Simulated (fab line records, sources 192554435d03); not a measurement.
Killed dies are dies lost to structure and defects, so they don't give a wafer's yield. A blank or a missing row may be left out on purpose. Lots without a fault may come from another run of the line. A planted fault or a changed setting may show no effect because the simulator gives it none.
Which tool did it? | flow n5_finfet | 10 lots, 26 wafers sampled, at 5 steps of a route of 1938

WHAT THE GAUGES READ, wafer by wafer
The record holds no reading of a measuring or inspecting step that can be judged against a usual standard deviation.

WHICH TOOL RAN EACH LOT (tool, then ch and the chambers of the sampled wafers, then the start)
lot  | N5_BEOL_M13_DESCUM_33              | N5_BEOL_M13_ETCH_67                | N5_BEOL_M13_ETCH_68                | N5_BEOL_M13_SPUTTER_43       | N5_BEOL_M13_CMP_49
L654 | rie_diel-06 ch 0,1,3, day 11 19:36 | rie_diel-06 ch 0,1,3, day 11 19:38 | rie_diel-06 ch 0,1,3, day 11 19:47 | pvd_sputter-03, day 11 21:09 | cmp-04 ch 1,3, day 11 22:05
L655 | rie_diel-06 ch 1,3, day 12 01:54   | rie_diel-06 ch 1,3, day 12 01:56   | rie_diel-06 ch 1,3, day 12 02:05   | pvd_sputter-01, day 12 03:23 | cmp-02 ch 0,2,3, day 12 04:30
L660 | rie_diel-05 ch 1,2, day 13 09:44   | rie_diel-05 ch 1,2, day 13 09:50   | rie_diel-05 ch 1,2, day 13 10:01   | pvd_sputter-01, day 13 16:55 | cmp-04 ch 0,3, day 13 17:41
L657 | rie_diel-05 ch 0,2, day 13 13:24   | rie_diel-05 ch 0,2, day 13 13:26   | rie_diel-05 ch 0,2, day 13 13:35   | pvd_sputter-03, day 13 17:25 | cmp-01 ch 0,1,3, day 13 18:16
L665 | rie_diel-04 ch 2, day 14 15:16     | rie_diel-04 ch 2, day 14 15:19     | rie_diel-04 ch 2, day 14 15:27     | pvd_sputter-01, day 14 17:50 | cmp-04 ch 0, day 14 18:45
L667 | rie_diel-05 ch 2, day 14 22:07     | rie_diel-05 ch 2, day 14 22:09     | rie_diel-05 ch 2, day 14 22:18     | pvd_sputter-01, day 15 02:03 | cmp-04 ch 0,2, day 15 02:52
L666 | rie_diel-04 ch 1,2, day 15 05:36   | rie_diel-04 ch 1,2, day 15 05:38   | rie_diel-04 ch 1,2, day 15 05:47   | pvd_sputter-01, day 15 06:43 | cmp-02 ch 1,2, day 15 07:32
L672 | rie_diel-05 ch 0,1,3, day 16 03:51 | rie_diel-05 ch 0,1,3, day 16 03:53 | rie_diel-05 ch 0,1,3, day 16 04:02 | pvd_sputter-03, day 16 10:17 | cmp-02 ch 0,2,3, day 16 11:17
L671 | rie_diel-05 ch 0,2,3, day 16 14:26 | rie_diel-05 ch 0,2,3, day 16 14:28 | rie_diel-05 ch 0,2,3, day 16 14:37 | pvd_sputter-03, day 16 15:26 | cmp-04 ch 0,2,3, day 16 16:23
L673 | rie_diel-06 ch 0,1, day 17 05:22   | rie_diel-06 ch 0,1, day 17 05:25   | rie_diel-06 ch 0,1, day 17 05:34   | pvd_sputter-01, day 17 10:10 | cmp-02 ch 0,1,2, day 17 10:59
- N5_BEOL_M13_DESCUM_33: chemistry O2, time 7.9 s.
- N5_BEOL_M13_ETCH_67: etches SiARC in CF4, target depth 143 nm, time 238.3 s.
- N5_BEOL_M13_ETCH_68: etches SOC in N2/H2, time 355 s.
- N5_BEOL_M13_SPUTTER_43: material TaN, target thk 15 nm, time 24.19 s.
- N5_BEOL_M13_CMP_49: polishes, stops on SiOC, t overpolish 17.1 s, target thk 420 nm.

WHAT THE TOOLS THEMSELVES READ (means of the sampled wafers that have a number; where no wafer has one, the mark that the record gives instead)
N5_BEOL_M13_DESCUM_33.
lot  | tool        | drypump_motor_current_A (A) | oes_product_au (a.u.) | rf_fwd_power_W (W) | rf_vpp_V (V) | showerhead_plenum_p_Torr (Torr) | throttle_valve_pct (%)
L654 | rie_diel-06 | 5.3                         | 0.79                  | 49.45              | 243.3        | 2.10                            | 20.4
L655 | rie_diel-06 | 5.8                         | 0.85                  | 49.41              | 243.1        | 2.13                            | 20.1
L660 | rie_diel-05 | 5.8                         | 0.80                  | 49.13              | 242.0        | 2.11                            | 20.4
L657 | rie_diel-05 | 5.3                         | 0.76                  | 49.35              | 242.6        | 2.04                            | 20.6
L665 | rie_diel-04 | 5.2                         | 0.83                  | 49.24              | 244.6        | 2.13                            | 20.6
L667 | rie_diel-05 | 5.8                         | 0.80                  | 48.98              | 241.9        | 2.10                            | 20.4
L666 | rie_diel-04 | 5.3                         | 0.76                  | 49.23              | 242.7        | 2.10                            | 20.8
L672 | rie_diel-05 | 5.5                         | 0.81                  | 49.50              | 242.9        | 2.07                            | 20.5
L671 | rie_diel-05 | 5.5                         | 0.82                  | 49.28              | 243.0        | 2.07                            | 20.4
L673 | rie_diel-06 | 5.9                         | 0.83                  | 49.52              | 244.1        | 2.15                            | 20.4

N5_BEOL_M13_ETCH_67.
lot  | tool        | drypump_motor_current_A (A) | etch_rf_on_time_s (s) | oes_product_au (a.u.) | rf_fwd_power_W (W) | rf_vpp_V (V) | showerhead_plenum_p_Torr (Torr) | throttle_valve_pct (%)
L654 | rie_diel-06 | 5.4                         | 247                   | 0.66                  | 544.0              | 184.1        | 2.15                            | 15.58
L655 | rie_diel-06 | 5.8                         | 242                   | 0.71                  | 543.2              | 183.9        | 2.20                            | 15.41
L660 | rie_diel-05 | 5.8                         | 234                   | 0.69                  | 541.5              | 184.7        | 2.13                            | 15.54
L657 | rie_diel-05 | 5.4                         | 243                   | 0.65                  | 542.7              | 183.5        | 2.08                            | 15.72
L665 | rie_diel-04 | 5.2                         | 254                   | 0.68                  | 544.5              | 185.0        | 2.15                            | 15.54
L667 | rie_diel-05 | 5.8                         | 232                   | 0.69                  | 541.5              | 183.3        | 2.13                            | 15.49
L666 | rie_diel-04 | 5.3                         | 242                   | 0.64                  | 544.0              | 184.1        | 2.13                            | 15.79
L672 | rie_diel-05 | 5.5                         | 239                   | 0.69                  | 542.4              | 183.1        | 2.13                            | 15.62
L671 | rie_diel-05 | 5.5                         | 238                   | 0.70                  | 543.4              | 184.0        | 2.12                            | 15.58
L673 | rie_diel-06 | 5.9                         | 242                   | 0.71                  | 543.5              | 184.9        | 2.19                            | 15.59

N5_BEOL_M13_ETCH_68.
lot  | tool        | drypump_motor_current_A (A) | oes_product_au (a.u.) | rf_fwd_power_W (W) | rf_vpp_V (V) | showerhead_plenum_p_Torr (Torr) | throttle_valve_pct (%)
L654 | rie_diel-06 | 5.4                         | 0.78                  | 2996               | 523.7        | 2.56                            | 17.8
L655 | rie_diel-06 | 5.8                         | 0.84                  | 2996               | 526.1        | 2.62                            | 17.5
L660 | rie_diel-05 | 5.8                         | 0.79                  | 2978               | 523.0        | 2.55                            | 17.7
L657 | rie_diel-05 | 5.3                         | 0.75                  | 2987               | 522.9        | 2.48                            | 18.0
L665 | rie_diel-04 | 5.2                         | 0.83                  | 2980               | 524.5        | 2.58                            | 17.9
L667 | rie_diel-05 | 5.8                         | 0.79                  | 3002               | 524.8        | 2.55                            | 17.7
L666 | rie_diel-04 | 5.3                         | 0.75                  | 3003               | 523.3        | 2.54                            | 18.0
L672 | rie_diel-05 | 5.6                         | 0.82                  | 2984               | 523.0        | 2.53                            | 17.8
L671 | rie_diel-05 | 5.5                         | 0.82                  | 2995               | 524.3        | 2.53                            | 17.8
L673 | rie_diel-06 | 5.8                         | 0.84                  | 2993               | 525.9        | 2.61                            | 17.8

N5_BEOL_M13_SPUTTER_43.
lot  | tool           | bias_v (V) | throttle_valve_pct (%)
L654 | pvd_sputter-03 | 169.9      | 30.7
L655 | pvd_sputter-01 | 167.8      | 29.6
L660 | pvd_sputter-01 | 168.3      | 29.4
L657 | pvd_sputter-03 | 168.6      | 30.9
L665 | pvd_sputter-01 | 167.2      | 29.7
L667 | pvd_sputter-01 | 169.2      | 28.8
L666 | pvd_sputter-01 | 170.7      | 29.4
L672 | pvd_sputter-03 | 168.1      | 30.0
L671 | pvd_sputter-03 | 168.2      | 31.2
L673 | pvd_sputter-01 | 168.4      | 29.5

N5_BEOL_M13_CMP_49.
lot  | tool   | barrier_field_endpoint_s (s) | clearing_platen_down_force_psi (psi) | edge_zone_pressure_frac | motor_current_A (A) | platen_rpm (rpm)
L654 | cmp-04 | 31.2                         | 1.499                                | 1.000                   | 5.4                 | 50.04
L655 | cmp-02 | 29.4                         | 1.501                                | 1.006                   | 6.3                 | 49.99
L660 | cmp-04 | 30.8                         | 1.500                                | 0.998                   | 5.8                 | 50.03
L657 | cmp-01 | 31.5                         | 1.499                                | 0.999                   | 5.6                 | 50.03
L665 | cmp-04 | 25.3                         | 1.502                                | 1.001                   | 5.1                 | 50.03
L667 | cmp-04 | 27.0                         | 1.499                                | 0.998                   | 5.8                 | 50.01
L666 | cmp-02 | 26.0                         | 1.498                                | 1.004                   | 6.6                 | 50.00
L672 | cmp-02 | 30.5                         | 1.497                                | 1.006                   | 6.3                 | 49.99
L671 | cmp-04 | 31.5                         | 1.498                                | 0.995                   | 5.9                 | 50.00
L673 | cmp-02 | 29.9                         | 1.500                                | 0.999                   | 6.6                 | 50.04

THE ANSWER, worked out from the rows above alone
Rule: what is usual is taken from the lots themselves. Put in order of their means at a reading, lots are off if they are a third of the lots or fewer, leave a main group of 4 or more, and stand apart from it by a gap of 3 or more times the standard deviation of the main group's means; of several such gaps the widest counts. A main group whose means are all the same, to the digits that the tables above print for the reading, isn't used. A lot without any number at a reading at which 4 lots or more have one is off too. The other lots that the step has rows for count as sound. The gauges are gone through in route order, then the tools' own readings, and for those a lot's mean is taken as printed above. The first step at which some lot is off is used, and at that step the reading that is off furthest; a lot without a number counts as furthest.
Off: L665, L667, L666, at N5_BEOL_M13_CMP_49 (barrier_field_endpoint_s). The main group: mean 30.7 s, standard deviation 0.75.
A tool fits if, at that step or a process step before it, it ran every lot that is off, and no sound lot after the first of them. None of those tried fits.

WHAT THE SIMULATOR HAD PUT IN
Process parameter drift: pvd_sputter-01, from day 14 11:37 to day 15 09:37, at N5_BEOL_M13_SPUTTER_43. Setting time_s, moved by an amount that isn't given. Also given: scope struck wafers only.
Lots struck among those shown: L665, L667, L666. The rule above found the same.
